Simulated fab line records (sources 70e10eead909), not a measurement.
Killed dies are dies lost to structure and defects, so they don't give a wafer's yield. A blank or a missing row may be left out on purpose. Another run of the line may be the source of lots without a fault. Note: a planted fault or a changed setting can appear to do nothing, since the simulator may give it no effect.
fab line records    flow nandHarc
record: lots: 12  wafers: 36  lastDay: 33
route steps=1302 shown A_CHANNEL_HOLE_D1@465 A_DECK1_JOINT@542 A_ONON_D2@550
lots untouched by any fault: they come from a run of this same line in which no faults occurred
startH: hours from the record's first day to the start of the lot's first wafer shown    waitH: time in hours since the lot's previous step    " unchanged from the row above    L1.1+2: one row covering several wafers at once    - no value, or no start was given    * or withheld: withheld    < > ~ a bound
route shown NAME@n: a module of which the file shows steps, and the number in the route of the first    usual: average and standard deviation across the fault-free wafers    same: alike in all rows    chamber/n: place in a boat    sites: each site's reading    _std_site: the standard deviation of these    _edge_site: the outer-site mean with the inner-site mean subtracted    radiusMm: for every site, how far away it sits from the centre of the wafer    mask NAME#n: copy n    behind: tool/chamber where the wafer was last shaped    hold: what put the lot on hold/how long, in hours/how the hold closed    device: the transistor (n, p or np) that didn't switch    end of line: the route-end tests of the same wafers    step lacking rows: just its recipe    killed: dies lost to structure and defects at the first sort, not the wafer's yield    map: per-die view of a wafer (x killed, . not killed, _ where there is no die)
set.NAME: the setting the step ran with; set.NAME@STEP: the setting that earlier step ran with    model.NAME: the simulator's own value behind a step, which no gauge read
a sample of lots followed through the steps of the route, with each step as a table and each wafer as a row
services: when a tool's chamber went out of use (startH, in hours from the record's first day, below 0 if earlier), for how many hours, and the reason
== steps ==
step: NHARC_A_CHANNEL_HOLE_D1_DESCUM_15
recipe: timeS: 3  o2FlowSccm: 200  arFlowSccm: 0  biasPowerW: 0  chemistry: O2
usual: drypumpMotorCurrentA: 5.7/0.46  oesProductAu: 1.002/0.013  rfVppV: 57.9/0.94  showerheadPlenumPTorr: 1.92/0.1  throttleValvePct: 11.310/0.0096
lot.wafer  tool        chamber  startH  waitH  drypumpMotorCurrentA  oesProductAu  rfHoursCounterH  rfVppV  showerheadPlenumPTorr  throttleValvePct
L656.1     rieDiel-07  3        197.77  0.1    6.1                   0.988         6                57.5    1.96                   11.328
L656.4     "           1        "       "      6.4                   0.990         -                56.1    1.93                   11.309
L656.5     "           3        "       "      6.2                   0.990         -                57.7    1.96                   11.315
L655.4     rieDiel-06  3        199.34  0.1    5.4                   1.011         19               57.9    1.77                   11.307
L655.3     "           2        "       "      5.7                   1.019         21               57.4    1.78                   11.296
L655.5     "           3        "       "      5.4                   1.012         -                59.4    1.77                   11.318
L657.3     rieDiel-09  3        213.05  0.1    4.9                   1.016         23               57.0    1.94                   11.293
L657.1     "           1        "       "      5.5                   1.010         19               55.5    1.84                   11.307
L657.4     "           1        "       "      5.5                   1.012         -                57.3    1.84                   11.306
L659.4     rieDiel-06  1        220.59  0.1    4.9                   1.010         28               58.2    1.88                   11.316
L659.1     "           2        "       "      5.7                   1.013         28               55.8    1.77                   11.293
L659.6     "           3        "       "      5.4                   1.008         -                56.6    1.77                   11.315
L661.1     rieDiel-07  1        237.69  0.1    6.4                   0.992         10               55.5    1.93                   11.279
L661.2     "           2        "       "      5.7                   1.016         6                59.4    1.79                   11.307
L661.3     "           3        "       "      6.1                   1.000         10               57.9    1.96                   11.313
L667.1     rieDiel-09  1        296.25  0.1    5.5                   1.020         42               56.7    1.84                   11.313
L667.4     "           0        "       "      5.8                   1.001         44               59.1    2.06                   11.322
L667.6     "           2        "       "      5.6                   0.995         -                57.8    1.85                   11.311
L668.1     rieDiel-06  2        328.67  0.1    5.7                   0.998         6                58.4    2.07                   11.305
L668.4     "           3        "       "      5.4                   0.996         9                58.3    2.07                   11.323
L668.3     "           1        "       "      4.8                   0.998         6                57.5    1.87                   11.310
L673.2     rieDiel-07  3        356.76  0.1    6.1                   0.994         4                58.5    1.95                   11.306
L673.1     "           1        "       "      6.4                   1.012         5                57.9    1.92                   11.305
L673.6     "           0        "       "      6.1                   1.004         -                58.4    2.04                   11.315
L674.1     rieDiel-09  3        363.43  0.1    4.9                   1.008         11               58.3    1.93                   11.304
L674.5     "           0        "       "      5.8                   1.023         -                58.4    2.05                   11.317
L674.6     "           1        "       "      5.5                   1.005         -                56.8    1.83                   11.313
L675.4     rieDiel-07  2        387.52  0.1    5.8                   1.000         7                58.1    1.78                   11.310
L675.1     "           3        "       "      6.1                   0.990         7                58.3    1.95                   11.316
L675.6     "           3        "       "      6.1                   1.001         -                58.3    1.95                   11.316
L677.1     rieDiel-07  1        396.64  0.1    6.4                   1.010         8                57.4    1.92                   11.311
L677.4     "           2        "       "      5.7                   1.004         8                57.3    1.78                   11.308
L677.2     "           3        "       "      6.1                   0.982         8                57.3    1.95                   11.310
L678.1     rieDiel-07  3        411.38  0.1    6.1                   0.993         9                57.5    1.95                   11.318
L678.4     "           0        "       "      6.1                   0.985         9                57.6    2.04                   11.293
L678.6     "           2        "       "      5.7                   1.029         -                57.5    1.78                   11.313
step: NHARC_A_CHANNEL_HOLE_D1_ETCH_23
recipe: biasV: 5000  sourceW: withheld  pressureMtorr: 20  timeS: 819  arFlowSccm: 375  c4f8FlowSccm: 89.3  o2FlowSccm: 35.7  tempC: -20  targetDepthA: 16000  chemistry: C4F8/O2/Ar
usual: drypumpMotorCurrentA: 5.3/0.47  showerheadPlenumPTorr: 3.62/0.099  throttleValvePct: 32.154/0.0089
lot.wafer  tool        chamber  startH  waitH  drypumpMotorCurrentA  rfHoursCounterH  showerheadPlenumPTorr  throttleValvePct
L656.1     harEtch-01  1        200.70  0.5    4.7                   90               3.66                   32.157
L656.4     "           0        "       "      5.6                   -                3.52                   32.167
L656.5     "           0        "       "      5.6                   -                3.52                   32.154
L655.4     harEtch-02  1        202.18  0.5    5.9                   -                3.76                   32.146
L655.3     "           0        "       "      4.9                   -                3.63                   32.152
L655.5     "           0        "       "      4.9                   -                3.63                   32.152
L657.1     harEtch-01  0        215.87  0.5    5.6                   101              3.51                   32.161
L657.3     "           0        "       "      5.6                   -                3.51                   32.145
L657.4     "           1        "       "      4.7                   -                3.66                   32.163
L659.1     harEtch-01  0        224.31  0.5    5.6                   109              3.51                   32.156
L659.4     "           0        "       "      5.6                   -                3.51                   32.158
L659.6     "           1        "       "      4.7                   -                3.65                   32.152
L661.1     harEtch-02  1        240.31  0.5    5.9                   322              3.75                   32.149
L661.2     "           0        "       "      4.9                   322              3.62                   32.142
L661.3     "           1        "       "      5.9                   -                3.75                   32.164
L667.1     harEtch-01  0        298.88  0.5    5.6                   155              3.48                   32.153
L667.4     "           1        "       "      4.7                   -                3.63                   32.161
L667.6     "           0        "       "      5.6                   -                3.48                   32.166
L668.1     harEtch-02  0        331.55  0.5    5.0                   364              3.60                   32.163
L668.4     "           0        "       "      4.9                   -                3.60                   32.145
L668.3     "           1        "       "      5.9                   -                3.72                   32.148
L673.2     harEtch-02  0        359.37  0.5    4.9                   387              3.59                   32.163
L673.1     "           1        "       "      5.9                   402              3.71                   32.171
L673.6     "           1        "       "      5.9                   -                3.71                   32.161
L674.1     harEtch-02  1        366.16  0.5    5.9                   406              3.71                   32.147
L674.5     "           0        "       "      4.9                   -                3.58                   32.151
L674.6     "           1        "       "      5.8                   -                3.71                   32.151
L675.1     harEtch-01  0        390.13  0.5    5.6                   205              3.46                   32.155
L675.4     "           0        "       "      5.6                   -                3.46                   32.140
L675.6     "           0        "       "      5.6                   -                3.46                   32.162
L677.2     harEtch-02  0        399.25  0.5    4.9                   5                3.93                   32.152
L677.1     "           1        "       "      5.9                   5                3.70                   32.166
L677.4     "           0        "       "      4.9                   -                3.93                   32.148
L678.1     harEtch-01  1        414.11  0.5    4.8                   220              3.60                   32.164
L678.4     "           0        "       "      5.6                   -                3.45                   32.154
L678.6     "           1        "       "      4.8                   -                3.59                   32.149
step: NHARC_A_DECK1_JOINT_DEP_16
recipe: targetThkA: 450  tempC: 400  pressureTorr: 6.5  rfW: 900  teosFlowSccm: 161.4  flowSccm: 2650  targetThkNm: 45  gas: O2  material: SiO2
usual: heaterPowerW: 586/57  mfcPrecursorSccm: 161.4/0.51  throttleValvePct: 15.9/0.46
lot.wafer  tool      chamber  startH  waitH  heaterPowerW  mfcPrecursorSccm  throttleValvePct
L655.3     pecvd-03  2        285.85  0.1    629           161.4             15.7
L655.5     "         2        "       "      485           161.1             15.7
L655.4     "         0        "       "      680           161.3             16.8
L656.1     pecvd-04  2        285.88  0.1    546           161.2             16.1
L656.5     "         0        "       "      599           161.8             14.9
L656.4     "         1        "       "      598           161.7             15.3
L657.1     pecvd-01  0        302.00  0.1    540           160.6             16.2
L657.3     "         2        "       "      604           161.6             16.4
L657.4     "         2        "       "      616           162.2             16.1
L659.1     pecvd-04  0        314.32  0.3    620           161.1             15.3
L659.6     "         2        "       "      525           161.4             15.8
L659.4     "         1        "       "      553           161.6             15.6
L661.2     pecvd-03  2        330.13  0.1    613           160.5             15.9
L661.3     "         0        "       "      604           161.1             16.7
L661.1     "         1        "       "      571           161.6             16.8
L667.1     pecvd-03  2        404.89  0.1    620           234.7             16.4
L667.4     "         0        "       "      575           161.7             15.8
L667.6     "         1        "       "      574           161.6             16.2
L668.1     pecvd-03  2        415.88  0.1    615           233.9             16.4
L668.3     "         0        "       "      543           161.7             15.9
L668.4     "         0        "       "      552           161.3             15.9
L673.1     pecvd-04  0        443.95  0.1    685           162.6             15.2
L673.2     "         2        "       "      476           162.2             15.7
L673.6     "         0        "       "      687           161.6             15.5
L674.1     pecvd-01  2        453.94  0.1    575           162.1             16.0
L674.6     "         1        "       "      557           162.1             15.6
L674.5     "         0        "       "      607           160.9             16.2
L675.1     pecvd-01  0        477.92  0.1    557           162.0             16.0
L675.6     "         0        "       "      557           162.1             16.2
L675.4     "         1        "       "      616           160.1             15.7
L677.1     pecvd-01  0        485.94  0.1    579           161.5             16.1
L677.2     "         2        "       "      689           161.2             16.3
L677.4     "         2        "       "      674           161.5             16.5
L678.1     pecvd-04  2        501.92  0.2    446           161.4             15.9
L678.6     "         0        "       "      552           160.9             15.0
L678.4     "         2        "       "      434           161.1             15.8
step: NHARC_A_DECK1_JOINT_THK_MEAS_17
recipe: thkMeasGauge: ellipsometry
usual: thkNm: 45.0/1.2
lot.wafer  tool          chamber  startH  waitH  thkNm
L655.3     filmMetro-01  -        286.10  0.2    43.8
L655.4     "             -        "       "      44.9
L655.5     "             -        "       "      44.3
L656.1     filmMetro-02  -        286.11  0.2    43.2
L656.4     "             -        "       "      45.4
L656.5     "             -        "       "      45.9
L657.1     filmMetro-02  -        302.28  0.3    45.4
L657.3     "             -        "       "      44.8
L657.4     "             -        "       "      45.3
L659.1     filmMetro-02  -        314.58  0.2    45.9
L659.4     "             -        "       "      44.9
L659.6     "             -        "       "      50.3
L661.1     filmMetro-02  -        330.40  0.2    44.6
L661.2     "             -        "       "      45.1
L661.3     "             -        "       "      45.0
L667.1     filmMetro-01  -        405.11  0.2    65.8
L667.4     "             -        "       "      41.7
L667.6     "             -        "       "      44.8
L668.1     filmMetro-02  -        416.14  0.2    64.7
L668.3     "             -        "       "      44.2
L668.4     "             -        "       "      44.7
L673.1     filmMetro-02  -        444.23  0.3    43.7
L673.2     "             -        "       "      45.0
L673.6     "             -        "       "      45.3
L674.1     filmMetro-02  -        454.19  0.2    43.8
L674.5     "             -        "       "      46.2
L674.6     "             -        "       "      43.6
L675.1     filmMetro-01  -        478.20  0.3    45.1
L675.4     "             -        "       "      45.7
L675.6     "             -        "       "      44.4
L677.1     filmMetro-01  -        486.23  0.3    45.7
L677.2     "             -        "       "      44.3
L677.4     "             -        "       "      46.9
L678.1     filmMetro-02  -        502.14  0.2    44.2
L678.4     "             -        "       "      45.8
L678.6     "             -        "       "      45.5
step: NHARC_A_ONON_D2_THK_MEAS_08
recipe: thkMeasGauge: ellipsometry
usual: thkNm: 1000/12
lot.wafer  tool          chamber  startH  waitH  thkNm
L655.3     filmMetro-01  -        287.85  -      1009
L655.4     "             -        "       "      1006
L655.5     "             -        "       "      1007
L656.1     filmMetro-02  -        287.86  -      1007
L656.4     "             -        "       "      1007
L656.5     "             -        "       "      1006
L657.1     filmMetro-02  -        304.02  -      1008
L657.3     "             -        "       "      1007
L657.4     "             -        "       "      1007
L659.1     filmMetro-02  -        316.47  -      978
L659.4     "             -        "       "      979
L659.6     "             -        "       "      978
L661.1     filmMetro-01  -        332.15  -      996
L661.2     "             -        "       "      996
L661.3     "             -        "       "      997
L667.1     filmMetro-02  -        406.86  -      1001
L667.4     "             -        "       "      1002
L667.6     "             -        "       "      1000
L668.1     filmMetro-02  -        417.88  -      992
L668.3     "             -        "       "      994
L668.4     "             -        "       "      994
L673.1     filmMetro-01  -        445.98  -      1004
L673.2     "             -        "       "      1002
L673.6     "             -        "       "      1001
L674.1     filmMetro-01  -        455.99  -      1021
L674.5     "             -        "       "      1022
L674.6     "             -        "       "      1021
L675.1     filmMetro-02  -        479.94  -      1006
L675.4     "             -        "       "      1006
L675.6     "             -        "       "      1009
L677.1     filmMetro-02  -        487.97  -      1006
L677.2     "             -        "       "      1007
L677.4     "             -        "       "      1008
L678.1     filmMetro-01  -        503.88  -      976
L678.4     "             -        "       "      976
L678.6     "             -        "       "      975
== services ==
tool        chamber  startH  hours  kind
rieDiel-07  -        174.56  0.2    repair
pecvd-03    -        185.12  13.0   pm
rieDiel-07  -        187.93  0.4    repair
pecvd-01    1        189.59  2.5    repair
rieDiel-09  2        207.87  16.9   repair
pecvd-04    2        220.10  2.2    repair
pecvd-04    -        221.95  0.5    repair
rieDiel-09  0        223.69  3.3    repair
pecvd-04    -        269.20  13.0   pm
rieDiel-07  1        286.75  2.1    repair
rieDiel-07  -        294.24  9.0    pm
pecvd-01    -        311.22  13.0   pm
rieDiel-07  1        331.49  1.4    repair
pecvd-03    -        366.12  13.0   pm
pecvd-04    2        369.92  9.6    repair
rieDiel-07  1        370.03  4.8    repair
harEtch-02  -        377.00  17.0   pm
pecvd-04    -        403.21  0.5    repair
rieDiel-07  3        414.48  4.2    repair
pecvd-04    1        420.63  5.9    repair
pecvd-04    -        450.61  13.0   pm
rieDiel-07  -        471.24  9.0    pm
pecvd-03    0        488.58  22.9   repair
pecvd-01    -        492.22  13.0   pm
== key ==
firstSign: step: NHARC_A_DECK1_JOINT_DEP_16  reading: mfcPrecursorSccm  direction: up  sigmas: 99+  usual: 161.4  struck: 234.3
effect: step: NHARC_A_DECK1_JOINT_THK_MEAS_17  reading: thkNm  direction: up  sigmas: 17  usual: 45.0  struck: 65.3
metAt NHARC_A_DECK1_JOINT_DEP_16
struckLots L667,L668
struckWafers L667.1,L668.1
testerLeftOut L667,L668
notActingAt NHARC_A_CHANNEL_HOLE_D1_DESCUM_15,NHARC_A_CHANNEL_HOLE_D1_ETCH_23,NHARC_A_ONON_D2_THK_MEAS_08
onsetBetween 330.13 404.89
fault: kind: processParameterDrift  tool: pecvd-03  chamber: 2  onsetH: 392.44  steps: NHARC_A_DECK1_JOINT_DEP_16  channel: teosFlowSccm  offset: *  shape: step  endH: 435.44  actsIn: *  stated: *
testerLeftOut: of these lots the tester's yield and bins aren't shown, on N5 and GAA mostly nor the transistor test; their killed dies are dies lost to structure and defects alone, not to doping, threshold or leakage, so they don't give the yield
